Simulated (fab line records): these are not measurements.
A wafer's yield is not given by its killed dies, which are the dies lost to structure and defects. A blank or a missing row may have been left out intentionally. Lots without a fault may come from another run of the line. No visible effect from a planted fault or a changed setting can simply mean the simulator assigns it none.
fab line records -- flow nandHarc
[record] lots = 7, wafers = 21, lastDay = 32
route steps=1302 shown P_STI@86 END@1302
lots that met no fault: taken from a fault-free run of the same line
startH: the number of hours between the record's first day and the start of the first shown wafer of the lot -- waitH: how many hours have passed since the lot's step before this one -- " as in the row above -- L1.1+2: a row that stands for several wafers -- - no value present, or no start provided -- * or withheld: withheld -- < > ~ a bound
route shown NAME@n: NAME is a module with steps in the file, n the number in the route of the first one -- usual: mean/standard deviation of fault-free wafers -- same: alike in all rows -- chamber/n: place in a boat -- sites: each site's reading -- _std_site: how widely they spread, as a standard deviation -- _edge_site: inner sites' mean taken away from outer sites' mean -- radiusMm: for every site, how far away it sits from the centre of the wafer -- mask NAME#n: copy n -- behind: the last tool/chamber to shape the wafer -- hold: why the lot was held/for how many hours/how that ended -- device: which transistor (n, p or np) failed to switch -- end of line: at the end of the route, the tests of the same wafers -- where a step has no rows: the recipe by itself -- killed: the dies lost at the first sort to structure and to defects; this is not the yield of the wafer -- map: a wafer's dies, x killed, . not, _ none there
set.NAME: the setting the step ran with; set.NAME@STEP: the setting that earlier step ran with -- model.NAME: the simulator's own value behind a step, which no gauge read
a table for each step, a row for each wafer; lots at some steps of the route
services: when a tool's chamber went out of use (startH, in hours from the record's first day, below 0 if earlier), for how many hours, and the reason
[[steps]]
[step NHARC_P_STI_HARDBAKE_13]
[recipe] tempC = 118, timeS = 65
[step NHARC_P_STI_DESCUM_14]
[recipe] timeS = 3, o2FlowSccm = 200, arFlowSccm = 0, biasPowerW = 0, chemistry = O2
[usual] drypumpMotorCurrentA = 5.7/0.41, oesProductAu = 1.002/0.011, rfVppV = 57.9/0.88, showerheadPlenumPTorr = 1.93/0.049, throttleValvePct = 11.311/0.0097
lot.wafer,tool,chamber,startH,waitH,drypumpMotorCurrentA,oesProductAu,rfHoursCounterH,rfVppV,showerheadPlenumPTorr,throttleValvePct
L683.1,rieDiel-03,0,41.03,-,5.3,1.010,7,58.3,1.92,11.309
L683.4,rieDiel-03,1,41.03,-,5.9,0.991,7,57.5,2.01,11.320
L683.3,rieDiel-03,2,41.03,-,6.4,1.009,6,59.2,1.99,11.292
L684.2,rieDiel-11,2,56.34,-,6.0,0.988,7,58.6,1.96,11.316
L684.4,rieDiel-11,0,56.34,-,5.2,1.015,7,57.5,1.85,11.324
L684.6,rieDiel-11,3,56.34,-,5.5,1.000,-,58.0,1.96,11.304
L693.2,rieDiel-03,0,145.77,-,5.2,1.020,3,58.0,1.92,11.300
L693.1,rieDiel-03,1,145.77,-,5.9,1.001,2,58.1,2.00,11.325
L693.6,rieDiel-03,1,145.77,-,5.9,1.008,-,58.6,2.00,11.312
L694.3,rieDiel-03,2,152.76,-,6.3,0.997,2,58.2,1.99,11.319
L694.5,rieDiel-03,0,152.76,-,5.2,1.010,-,58.1,1.92,11.310
L694.4,rieDiel-03,2,152.76,-,6.3,0.999,-,57.7,1.99,11.313
L695.1,rieDiel-02,1,162.94,-,5.5,0.995,8,58.8,1.99,11.304
L695.6,rieDiel-02,0,162.94,-,5.8,1.003,-,55.9,1.87,11.308
L695.4,rieDiel-02,1,162.94,-,5.4,1.000,-,58.3,1.99,11.315
L700.3,rieDiel-02,1,214.39,-,5.4,0.998,13,58.2,1.99,11.314
L700.1,rieDiel-02,2,214.39,-,5.9,0.995,14,58.0,1.95,11.304
L700.6,rieDiel-02,3,214.39,-,4.9,0.979,-,57.2,1.90,11.323
L703.1,rieDiel-11,1,245.70,-,6.4,1.009,6,57.3,1.92,11.325
L703.3,rieDiel-11,2,245.70,-,6.0,1.013,6,58.0,1.96,11.324
L703.6,rieDiel-11,0,245.70,-,5.2,0.994,-,55.7,1.85,11.305
[step NHARC_P_STI_ETCH_42]
[recipe] targetDepthA = 800, overetchA = 240, timeS = 61, ionEnergyEv = 200, n2FlowSccm = 150, h2FlowSccm = 150, arFlowSccm = 0, rfW = 400, biasW = 150, chemistry = N2/H2
[usual] drypumpMotorCurrentA = 5.7/0.41, h2FlowSccm = 150.0/0.46, oesProductAu = 1.000/0.0097, rfVppV = 431.2/1.7, showerheadPlenumPTorr = 2.06/0.053, throttleValvePct = 14.171/0.0098
lot.wafer,tool,chamber,startH,waitH,drypumpMotorCurrentA,h2FlowSccm,oesProductAu,rfHoursCounterH,rfVppV,showerheadPlenumPTorr,throttleValvePct
L683.4,rieDiel-03,3,41.12,0.1,5.7,150.2,1.008,6,431.5,2.04,14.177
L683.3,rieDiel-03,0,41.12,0.1,5.3,149.4,1.010,7,431.1,2.05,14.175
L683.1,rieDiel-03,1,41.12,0.1,5.9,150.4,0.996,7,432.3,2.14,14.163
L684.4,rieDiel-11,3,56.43,0.1,5.5,150.4,1.002,8,431.7,2.10,14.168
L684.2,rieDiel-11,0,56.43,0.1,5.2,149.0,1.005,7,427.5,1.97,14.169
L684.6,rieDiel-11,2,56.43,0.1,6.1,149.8,0.988,-,431.4,2.09,14.191
L693.1,rieDiel-03,2,145.88,0.1,6.3,149.6,0.985,2,432.4,2.12,14.184
L693.2,rieDiel-03,0,145.88,0.1,5.3,148.7,0.995,3,431.5,2.05,14.180
L693.6,rieDiel-03,1,145.88,0.1,5.9,149.9,0.998,-,434.1,2.14,14.171
L694.3,rieDiel-03,0,152.84,0.1,5.3,149.8,1.014,3,430.2,2.05,14.163
L694.5,rieDiel-03,0,152.84,0.1,5.3,150.3,1.004,-,430.7,2.05,14.165
L694.4,rieDiel-03,2,152.84,0.1,6.3,150.0,0.989,-,433.6,2.12,14.176
L695.1,rieDiel-02,0,163.05,0.1,5.8,149.6,1.000,8,429.0,1.99,14.171
L695.6,rieDiel-02,1,163.05,0.1,5.5,150.6,0.993,-,433.5,2.12,14.168
L695.4,rieDiel-02,0,163.05,0.1,5.8,149.4,1.002,-,429.7,1.99,14.163
L700.3,rieDiel-02,0,214.46,0.1,5.8,149.7,1.001,13,428.3,1.99,14.170
L700.1,rieDiel-02,2,214.46,0.1,5.8,150.5,0.991,14,432.2,2.08,14.162
L700.6,rieDiel-02,0,214.46,0.1,5.8,149.7,1.000,-,428.6,1.99,14.154
L703.3,rieDiel-11,1,245.79,0.1,6.4,149.9,1.009,6,431.2,2.04,14.173
L703.1,rieDiel-11,2,245.79,0.1,6.0,150.8,1.013,6,433.4,2.09,14.171
L703.6,rieDiel-11,0,245.79,0.1,5.2,150.5,0.993,-,429.4,1.97,14.160
[step NHARC_P_STI_ETCH_31]
[recipe] targetDepthA = 1089, timeS = 54.5, cf4FlowSccm = 100, chf3FlowSccm = 30, arFlowSccm = 0, rfW = 500, biasW = 200, chemistry = CF4/CHF3
[usual] drypumpMotorCurrentA = 5.7/0.42, oesProductAu = 0.961/0.017, rfVppV = 371.1/1.5, showerheadPlenumPTorr = 1.59/0.037, throttleValvePct = 16.802/0.0086
lot.wafer,tool,chamber,startH,waitH,drypumpMotorCurrentA,oesProductAu,rfHoursCounterH,rfVppV,showerheadPlenumPTorr,throttleValvePct
L683.3,rieDiel-03,2,-,-,6.3,0.955,6,372.1,1.63,16.798
L683.4,rieDiel-03,0,-,-,5.2,0.962,7,371.2,1.58,16.806
L683.1,rieDiel-03,1,-,-,5.9,0.938,7,373.4,1.65,16.816
L684.2,rieDiel-11,2,-,-,6.0,0.950,7,370.2,1.61,16.799
L684.4,rieDiel-11,3,-,-,5.5,0.967,8,373.2,1.61,16.805
L684.6,rieDiel-11,0,-,-,5.2,0.988,-,368.8,1.53,16.810
L693.2,rieDiel-03,0,-,-,5.3,0.968,3,371.4,1.58,16.799
L693.1,rieDiel-03,1,-,-,5.9,0.966,2,374.6,1.64,16.805
L693.6,rieDiel-03,2,-,-,6.3,0.951,-,372.2,1.63,16.791
L694.3,rieDiel-03,2,-,-,6.3,0.943,2,373.0,1.63,16.793
L694.4,rieDiel-03,1,-,-,5.9,0.960,-,372.4,1.64,16.802
L694.5,rieDiel-03,2,-,-,6.3,0.938,-,373.0,1.63,16.810
L695.1,rieDiel-02,0,-,-,5.8,0.953,8,369.7,1.54,16.807
L695.6,rieDiel-02,2,-,-,5.9,0.959,-,371.1,1.60,16.806
L695.4,rieDiel-02,0,-,-,5.8,0.948,-,370.0,1.54,16.809
L700.3,rieDiel-02,2,-,-,5.9,0.967,14,370.0,1.60,16.804
L700.1,rieDiel-02,3,-,-,5.0,0.947,11,369.7,1.56,16.818
L700.6,rieDiel-02,2,-,-,5.9,0.985,-,372.6,1.60,16.804
L703.1,rieDiel-11,1,-,-,6.4,0.978,6,370.0,1.58,16.803
L703.3,rieDiel-11,2,-,-,6.0,0.967,6,371.7,1.61,16.819
L703.6,rieDiel-11,1,-,-,6.4,0.971,-,371.2,1.58,16.797
[step NHARC_P_STI_ETCH_15]
[recipe] targetDepthA = 3000, taperDeg = 4, timeS = 100.1, hbrFlowSccm = 150, cl2FlowSccm = 50, rfW = 400, icpW = 400, biasW = 100, chemistry = HBr/Cl2
[usual] drypumpMotorCurrentA = 5.7/0.3, oesProductAu = 1.003/0.011, throttleValvePct = 26.406/0.0085
lot.wafer,tool,chamber,startH,waitH,drypumpMotorCurrentA,oesProductAu,rfHoursCounterH,throttleValvePct
L683.4,rieSi-04,2,41.37,-,5.2,1.005,0.3,26.393
L683.3,rieSi-04,3,41.37,-,5.5,1.004,0.2,26.406
L683.1,rieSi-04,0,41.37,-,6.0,0.993,0.2,26.401
L684.2,rieSi-04,3,56.63,-,5.5,1.007,0.3,26.398
L684.4,rieSi-04,0,56.63,-,6.0,0.993,0.3,26.417
L684.6,rieSi-04,3,56.63,-,5.5,1.004,-,26.393
L693.1,rieSi-01,2,146.08,-,5.5,1.004,1.1,26.407
L693.2,rieSi-01,1,146.08,-,5.9,0.999,1.1,26.410
L693.6,rieSi-01,2,146.08,-,5.6,1.004,-,26.410
L694.4,rieSi-02,3,153.06,-,4.9,0.990,0.2,26.408
L694.3,rieSi-02,0,153.06,-,6.2,1.013,0.2,26.409
L694.5,rieSi-02,0,153.06,-,6.2,1.021,-,26.392
L695.1,rieSi-02,3,163.28,-,4.9,1.001,0.4,26.416
L695.4,rieSi-02,0,163.28,-,6.2,1.025,0.3,26.382
L695.6,rieSi-02,1,163.28,-,5.6,1.001,-,26.410
L700.3,rieSi-04,0,214.65,-,6.0,1.011,0.3,26.392
L700.1,rieSi-04,1,214.65,-,5.7,1.010,0.3,26.417
L700.6,rieSi-04,1,214.65,-,5.7,1.012,-,26.409
L703.3,rieSi-01,0,245.97,-,5.9,0.999,0.3,26.400
L703.1,rieSi-01,2,245.97,-,5.5,0.993,0.3,26.409
L703.6,rieSi-01,0,245.97,-,6.0,1.005,-,26.407
[step NHARC_P_STI_CD_MEAS_16]
[usual] cdNm = 199.9/2.5
lot.wafer,tool,chamber,startH,waitH,cdNm
L683.1,cdSem-03,-,41.51,-,201.9
L683.3,cdSem-03,-,41.51,-,200.2
L683.4,cdSem-03,-,41.51,-,201.6
L684.2,cdSem-03,-,56.78,-,202.3
L684.4,cdSem-03,-,56.78,-,200.6
L684.6,cdSem-03,-,56.78,-,201.5
L693.1,cdSem-02,-,146.25,-,197.2
L693.2,cdSem-02,-,146.25,-,198.4
L693.6,cdSem-02,-,146.25,-,200.4
L694.3,cdSem-01,-,153.23,-,201.9
L694.4,cdSem-01,-,153.23,-,201.2
L694.5,cdSem-01,-,153.23,-,199.4
L695.1,cdSem-03,-,163.41,-,201.4
L695.4,cdSem-03,-,163.41,-,199.3
L695.6,cdSem-03,-,163.41,-,196.8
L700.1,cdSem-03,-,214.81,-,200.9
L700.3,cdSem-03,-,214.81,-,203.4
L700.6,cdSem-03,-,214.81,-,199.4
L703.1,cdSem-01,-,246.13,-,197.3
L703.3,cdSem-01,-,246.13,-,201.1
L703.6,cdSem-01,-,246.13,-,196.8
[step NHARC_P_STI_OCD_MEAS_17]
[usual] trenchDepthNm = 302/4.3, trenchFootCdNm = 158.0/2.3
lot.wafer,tool,chamber,startH,waitH,trenchDepthNm,trenchFootCdNm
L683.1,ocd-02,-,41.60,0.1,299,159.0
L683.3,ocd-02,-,41.60,0.1,301,158.3
L683.4,ocd-02,-,41.60,0.1,302,159.9
L684.2,ocd-01,-,56.86,0.1,304,159.6
L684.4,ocd-01,-,56.86,0.1,299,160.1
L684.6,ocd-01,-,56.86,0.1,302,160.8
L693.1,ocd-02,-,146.34,0.1,303,154.9
L693.2,ocd-02,-,146.34,0.1,302,156.6
L693.6,ocd-02,-,146.34,0.1,304,157.0
L694.3,ocd-01,-,153.31,0.1,308,159.7
L694.4,ocd-01,-,153.31,0.1,298,159.0
L694.5,ocd-01,-,153.31,0.1,308,157.4
L695.1,ocd-02,-,163.50,0.1,300,159.3
L695.4,ocd-02,-,163.50,0.1,311,156.7
L695.6,ocd-02,-,163.50,0.1,305,154.8
L700.1,ocd-02,-,214.90,0.1,305,159.6
L700.3,ocd-02,-,214.90,0.1,304,160.2
L700.6,ocd-02,-,214.90,0.1,302,157.4
L703.1,ocd-01,-,246.22,0.1,297,157.1
L703.3,ocd-01,-,246.22,0.1,299,158.6
L703.6,ocd-01,-,246.22,0.1,301,154.9
[step NHARC_P_STI_STRIP_19]
[recipe] timeS = 900, tempC = 130, chemistry = SPM
[step NHARC_P_STI_PRECLEAN_32]
[recipe] timeS = *, tempC = 50, bathAgeMin = 0, chemistry = SC1
[step NHARC_P_STI_SRD_23]
[step NHARC_P_STI_OCD_MEAS_43]
[usual] trenchDepthNm = 302/4.3, trenchFootCdNm = 158.0/2.3
lot.wafer,tool,chamber,startH,waitH,trenchDepthNm,trenchFootCdNm
L683.1,ocd-02,-,42.11,-,299,158.3
L683.3,ocd-02,-,42.11,-,301,158.3
L683.4,ocd-02,-,42.11,-,302,160.1
L684.2,ocd-02,-,57.37,-,304,159.1
L684.4,ocd-02,-,57.37,-,298,159.7
L684.6,ocd-02,-,57.37,-,302,160.3
L693.1,ocd-01,-,146.84,-,303,154.9
L693.2,ocd-01,-,146.84,-,302,156.4
L693.6,ocd-01,-,146.84,-,303,156.3
L694.3,ocd-02,-,153.82,-,309,159.3
L694.4,ocd-02,-,153.82,-,297,158.8
L694.5,ocd-02,-,153.82,-,307,157.1
L695.1,ocd-01,-,164.00,-,301,158.9
L695.4,ocd-01,-,164.00,-,311,156.6
L695.6,ocd-01,-,164.00,-,305,154.7
L700.1,ocd-01,-,215.41,-,304,159.4
L700.3,ocd-01,-,215.41,-,304,160.7
L700.6,ocd-01,-,215.41,-,303,157.5
L703.1,ocd-01,-,246.73,-,297,157.4
L703.3,ocd-01,-,246.73,-,299,159.0
L703.6,ocd-01,-,246.73,-,301,155.7
[step NHARC_P_STI_OXIDE_33]
[recipe] targetThkA = 100, tempC = 1000, oxTimeS = 281, material = SiO2
[step NHARC_P_STI_HDPCVD_20]
[recipe] targetThkA = withheld, sigmaOpenFrac = withheld, material = SiO2
lot.wafer,tool,chamber,startH,waitH
L683.1+4+3,hdpcvd-01,"1,1,0",52.58,0.4
L684.2+4+6,hdpcvd-01,"0,1,1",65.63,0.5
L693.1+2+6,hdpcvd-01,"1,0,0",154.58,0.4
L694.4+3+5,hdpcvd-01,"1,0,0",163.49,0.5
L695.1+4+6,hdpcvd-01,"0,1,1",172.52,0.5
L700.1+3+6,hdpcvd-01,"1,0,0",224.04,0.4
L703.1+3+6,hdpcvd-01,"1,0,0",255.15,0.4
[step NHARC_P_STI_ANNEAL_34]
[recipe] tempC = 1000, timeS = 1800
[step NHARC_P_STI_CMP_21]
[recipe] tOverpolishS = 20, targetThkNm = 380.67
[usual] motorCurrentA = 12.0/1.2, overpolishRunS = 19.999/0.0093
lot.wafer,tool,chamber,startH,waitH,motorCurrentA,overpolishRunS
L683.3,cmp-02,3,62.24,0.4,12.3,19.989
L683.1,cmp-02,1,62.24,0.4,12.5,19.999
L683.4,cmp-02,2,62.24,0.4,12.8,20.014
L684.4,cmp-01,1,76.16,0.4,12.3,20.001
L684.2,cmp-01,3,76.16,0.4,12.3,20.000
L684.6,cmp-01,1,76.16,0.4,12.0,19.998
L693.2,cmp-02,0,164.43,0.4,11.4,19.985
L693.1,cmp-02,1,164.43,0.4,11.5,20.009
L693.6,cmp-02,1,164.43,0.4,12.2,19.999
L694.3,cmp-01,0,172.59,0.4,12.5,20.003
L694.4,cmp-01,1,172.59,0.4,12.7,19.995
L694.5,cmp-01,0,172.59,0.4,11.7,20.015
L695.4,cmp-01,3,181.09,0.4,11.8,20.001
L695.1,cmp-01,1,181.09,0.4,12.6,20.006
L695.6,cmp-01,3,181.09,0.4,11.9,19.998
L700.1,cmp-04,3,233.13,0.4,12.4,19.990
L700.3,cmp-04,2,233.13,0.4,12.2,19.994
L700.6,cmp-04,0,233.13,0.4,9.8,20.005
L703.1,cmp-04,0,264.33,0.4,9.5,20.014
L703.3,cmp-04,1,264.33,0.4,15.5,19.999
L703.6,cmp-04,3,264.33,0.4,11.9,19.997
[step NHARC_P_STI_SRD_35]
[step NHARC_P_STI_ETCH_36]
[recipe] targetDepthA = 388, chemistry = dHF, material = SiO2
[step NHARC_P_STI_STRIP_24]
[recipe] tempC = 160, chemistry = H3PO4, material = Si3N4
[step NHARC_P_STI_ETCH_37]
[recipe] targetDepthA = 110, chemistry = dHF, material = SiO2
[step NHARC_P_STI_PRECLEAN_38]
[recipe] timeS = *, tempC = 50, bathAgeMin = 0, chemistry = SC1
[step NHARC_P_STI_SRD_39]
[step NHARC_P_STI_OXIDE_40]
[recipe] targetThkA = 100, tempC = 900, oxTimeS = 1362, material = SiO2
[step NHARC_P_STI_INSPECT_25]
[usual] rawDefectCount = 223/70
lot.wafer,tool,chamber,startH,waitH,rawDefectCount
L683.1,defectInspect-02,-,69.97,0.4,393
L683.3,defectInspect-02,-,69.97,0.4,471
L683.4,defectInspect-02,-,69.97,0.4,245
L684.2,defectInspect-02,-,85.21,0.4,234
L684.4,defectInspect-02,-,85.21,0.4,222
L684.6,defectInspect-02,-,85.21,0.4,269
L693.1,defectInspect-02,-,174.34,0.4,212
L693.2,defectInspect-02,-,174.34,0.4,260
L693.6,defectInspect-02,-,174.34,0.4,217
L694.3,defectInspect-01,-,181.18,0.4,191
L694.4,defectInspect-01,-,181.18,0.4,196
L694.5,defectInspect-01,-,181.18,0.4,149
L695.1,defectInspect-01,-,188.86,0.4,297
L695.4,defectInspect-01,-,188.86,0.4,183
L695.6,defectInspect-01,-,188.86,0.4,166
L700.1,defectInspect-01,-,241.20,0.4,204
L700.3,defectInspect-01,-,241.20,0.4,240
L700.6,defectInspect-01,-,241.20,0.4,268
L703.1,defectInspect-02,-,272.31,0.4,259
L703.3,defectInspect-02,-,272.31,0.4,134
L703.6,defectInspect-02,-,272.31,0.4,219
[step NHARC_END_SORT_01]
[recipe] tempC = 25
[usual] killedAtArray = 53/19, killedAtOther = 0.7/1.1, killedAtPeriphery = 4.2/2.7, killedDies = 58/18, killedOpen = 3.1/1.9, killedShort = 2.5/1.6
[same] grossDies = 677
lot.wafer,tool,chamber,startH,waitH,killedAtArray,killedAtOther,killedAtPeriphery,killedDies,killedOpen,killedShort
L693.1,prober-02,0,662.46,2.5,44,1,632,677,2,1
L693.2,prober-02,0,663.26,2.8,55,4,618,677,5,3
L693.6,prober-02,0,666.44,4.0,36,0,641,677,2,3
L695.1,prober-01,0,662.49,2.5,91,0,586,677,2,2
L695.4,prober-01,0,664.89,3.4,79,1,597,677,3,4
L695.6,prober-01,0,666.50,4.0,81,0,596,677,3,1
L694.3,prober-02,0,671.82,3.1,59,0,618,677,6,2
L694.4,prober-02,0,672.61,3.4,49,0,628,677,4,5
L694.5,prober-02,0,673.41,3.7,49,1,627,677,2,3
// killed by level:class
L693.1 P_STI:areaHdpcvd=625 A_CHANNEL_HOLE_D1:chamberFilmFlake=18 P_M1:chamberFilmFlake=7 A_CONTACT:chamberFilmFlake=7 A_STAIRCASE:chamberFilmFlake=7 A_BONDPAD:chamberFilmFlake=4 A_SLIT:chamberFilmFlake=3 A_DECK1_JOINT:chamberFilmFlake=2
L695.1 P_STI:areaHdpcvd=580 A_SLIT:chamberFilmFlake=35 A_CHANNEL_HOLE_D1:chamberFilmFlake=31 A_CHANNEL_HOLE_D2:chamberFilmFlake=15 P_ZERO_WELL:chamberFilmFlake=3 A_CHANNEL_FILL_D1:geometricParticle:open=2 P_STI:chamberFilmFlake=2 A_CONTACT:chamberFilmFlake=2
L693.2 P_STI:areaHdpcvd=613 A_CHANNEL_HOLE_D1:chamberFilmFlake=29 A_STAIRCASE:chamberFilmFlake=6 A_CONTACT:chamberFilmFlake=4 P_M1:chamberFilmFlake=3 A_SLIT:chamberFilmFlake=3 A_BONDPAD:chamberFilmFlake=3 THIN_TSV:chamberFilmFlake=3
L695.4 P_STI:areaHdpcvd=592 A_CHANNEL_HOLE_D1:chamberFilmFlake=30 A_SLIT:chamberFilmFlake=21 A_CHANNEL_HOLE_D2:chamberFilmFlake=10 A_BONDPAD:chamberFilmFlake=5 A_CONTACT:chamberFilmFlake=4 P_ZERO_WELL:chamberFilmFlake=2 P_BONDPAD:chamberFilmFlake=2
L693.6 P_STI:areaHdpcvd=634 A_CHANNEL_HOLE_D1:chamberFilmFlake=17 P_M1:chamberFilmFlake=6 A_CONTACT:chamberFilmFlake=5 A_BONDPAD:chamberFilmFlake=4 A_STAIRCASE:chamberFilmFlake=3 A_WL_FILL:geometricParticle:short=2 A_DECK1_JOINT:geometricParticle:open=1
L695.6 P_STI:areaHdpcvd=588 A_CHANNEL_HOLE_D1:chamberFilmFlake=34 A_SLIT:chamberFilmFlake=17 A_CHANNEL_HOLE_D2:chamberFilmFlake=14 A_BONDPAD:chamberFilmFlake=6 A_CONTACT:chamberFilmFlake=5 P_ZERO_WELL:chamberFilmFlake=4 A_CHANNEL_FILL_D2:chamberFilmFlake=2
L694.3 P_STI:areaHdpcvd=615 A_SLIT:chamberFilmFlake=30 A_CHANNEL_HOLE_D2:chamberFilmFlake=12 A_CHANNEL_HOLE_D1:chamberFilmFlake=7 A_M0:geometricParticle:open=4 A_STAIRCASE:chamberFilmFlake=3 P_M0:geometricParticle:open=1 A_ONON_D2:geometricParticle:open=1
L694.4 P_STI:areaHdpcvd=627 A_SLIT:chamberFilmFlake=21 A_CHANNEL_HOLE_D1:chamberFilmFlake=6 A_CHANNEL_HOLE_D2:chamberFilmFlake=6 A_STAIRCASE:chamberFilmFlake=4 A_ONON_D1:geometricParticle:short=1 A_CHANNEL_FILL_D1:geometricParticle:short=1 A_ONON_D2:geometricParticle:open=1
L694.5 P_STI:areaHdpcvd=624 A_SLIT:chamberFilmFlake=22 A_CHANNEL_HOLE_D2:chamberFilmFlake=15 A_CHANNEL_HOLE_D1:chamberFilmFlake=4 A_ONON_D1:geometricParticle:short=2 P_M1:chamberFilmFlake=2 A_CHANNEL_FILL_D2:chamberFilmFlake=2 P_GATE:geometricParticle:open=1
// map L693.1 (x killed, . not)
____________x____________
_________xxxxxxx_________
_______xxxxxxxxxxx_______
______xxxxxxxxxxxxx______
_____xxxxxxxxxxxxxxx_____
____xxxxxxxxxxxxxxxxx____
____xxxxxxxxxxxxxxxxx____
___xxxxxxxxxxxxxxxxxxx___
___xxxxxxxxxxxxxxxxxxx___
__xxxxxxxxxxxxxxxxxxxxx__
__xxxxxxxxxxxxxxxxxxxxx__
_xxxxxxxxxxxxxxxxxxxxxxx_
_xxxxxxxxxxxxxxxxxxxxxxx_
_xxxxxxxxxxxxxxxxxxxxxxx_
_xxxxxxxxxxxxxxxxxxxxxxx_
_xxxxxxxxxxxxxxxxxxxxxxx_
xxxxxxxxxxxxxxxxxxxxxxxxx
xxxxxxxxxxxxxxxxxxxxxxxxx
xxxxxxxxxxxxxxxxxxxxxxxxx
xxxxxxxxxxxxxxxxxxxxxxxxx
xxxxxxxxxxxxxxxxxxxxxxxxx
_xxxxxxxxxxxxxxxxxxxxxxx_
_xxxxxxxxxxxxxxxxxxxxxxx_
_xxxxxxxxxxxxxxxxxxxxxxx_
_xxxxxxxxxxxxxxxxxxxxxxx_
_xxxxxxxxxxxxxxxxxxxxxxx_
__xxxxxxxxxxxxxxxxxxxxx__
__xxxxxxxxxxxxxxxxxxxxx__
___xxxxxxxxxxxxxxxxxxx___
___xxxxxxxxxxxxxxxxxxx___
____xxxxxxxxxxxxxxxxx____
____xxxxxxxxxxxxxxxxx____
_____xxxxxxxxxxxxxxx_____
______xxxxxxxxxxxxx______
_______xxxxxxxxxxx_______
_________xxxxxxx_________
____________x____________
// map L694.3 (x killed, . not)
____________x____________
_________xxxxxxx_________
_______xxxxxxxxxxx_______
______xxxxxxxxxxxxx______
_____xxxxxxxxxxxxxxx_____
____xxxxxxxxxxxxxxxxx____
____xxxxxxxxxxxxxxxxx____
___xxxxxxxxxxxxxxxxxxx___
___xxxxxxxxxxxxxxxxxxx___
__xxxxxxxxxxxxxxxxxxxxx__
__xxxxxxxxxxxxxxxxxxxxx__
_xxxxxxxxxxxxxxxxxxxxxxx_
_xxxxxxxxxxxxxxxxxxxxxxx_
_xxxxxxxxxxxxxxxxxxxxxxx_
_xxxxxxxxxxxxxxxxxxxxxxx_
_xxxxxxxxxxxxxxxxxxxxxxx_
xxxxxxxxxxxxxxxxxxxxxxxxx
xxxxxxxxxxxxxxxxxxxxxxxxx
xxxxxxxxxxxxxxxxxxxxxxxxx
xxxxxxxxxxxxxxxxxxxxxxxxx
xxxxxxxxxxxxxxxxxxxxxxxxx
_xxxxxxxxxxxxxxxxxxxxxxx_
_xxxxxxxxxxxxxxxxxxxxxxx_
_xxxxxxxxxxxxxxxxxxxxxxx_
_xxxxxxxxxxxxxxxxxxxxxxx_
_xxxxxxxxxxxxxxxxxxxxxxx_
__xxxxxxxxxxxxxxxxxxxxx__
__xxxxxxxxxxxxxxxxxxxxx__
___xxxxxxxxxxxxxxxxxxx___
___xxxxxxxxxxxxxxxxxxx___
____xxxxxxxxxxxxxxxxx____
____xxxxxxxxxxxxxxxxx____
_____xxxxxxxxxxxxxxx_____
______xxxxxxxxxxxxx______
_______xxxxxxxxxxx_______
_________xxxxxxx_________
____________x____________
[[services]]
tool,chamber,startH,hours,kind
cmp-04,-,19.95,1.1,repair
rieDiel-02,-,39.70,9.0,pm
rieDiel-11,-,78.53,9.0,pm
rieSi-04,0,87.05,2.7,repair
cmp-01,-,87.50,4.0,pm
rieDiel-11,3,102.29,3.4,repair
rieDiel-11,1,103.83,16.7,repair
rieDiel-03,-,104.30,9.0,pm
rieSi-04,-,105.29,0.1,repair
rieDiel-03,3,117.74,3.8,repair
rieDiel-11,2,145.06,18.2,repair
rieDiel-03,3,145.06,20.0,repair
rieDiel-02,-,149.81,0.2,repair
rieDiel-02,3,162.00,21.1,repair
rieSi-04,-,165.00,9.0,pm
hdpcvd-01,-,185.00,13.0,pm
cmp-01,-,185.50,4.0,pm
rieDiel-02,-,216.75,9.0,pm
rieDiel-11,1,218.60,4.3,repair
rieDiel-03,0,228.38,5.9,repair
cmp-01,-,231.14,6.7,repair
hdpcvd-01,-,232.44,0.8,repair
rieDiel-11,1,249.69,2.9,repair
rieDiel-11,-,255.53,9.0,pm
[[key]]
[firstSign] step = NHARC_END_SORT_01, reading = killedAtPeriphery, direction = up, sigmas = 99+, usual = 4.2, struck = 615.9
[effect] step = NHARC_END_SORT_01, reading = killedDies, direction = up, sigmas = 34, usual = 58, struck = 677
[moreKillsBornAt] NHARC_P_STI_HDPCVD_20@hdpcvd-01 = 5498
metAt NHARC_P_STI_HDPCVD_20
struckWafers L693.1,L693.2,L693.6,L694.3,L694.4,L694.5,L695.1,L695.4,L695.6
laterRowsLeftOut L693.1,L693.2,L693.6,L694.3,L694.4,L694.5,L695.1,L695.4,L695.6
testerLeftOut L693,L694,L695
onsetBetween 65.63 154.58
[fault] kind = skippedStepWhole, tool = hdpcvd-01, chamber = -, onsetH = 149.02, steps = NHARC_P_STI_HDPCVD_20, scope = struckLotsOnly
// testerLeftOut: of these lots the tester's yield and bins aren't shown, on N5 and GAA mostly nor the transistor test; their killed dies are dies lost to structure and defects alone, not to doping, threshold or leakage, so they don't give the yield
// laterRowsLeftOut: the simulator's readings of these wafers behind a module that went badly wrong aren't trusted and aren't shown, but for the sort
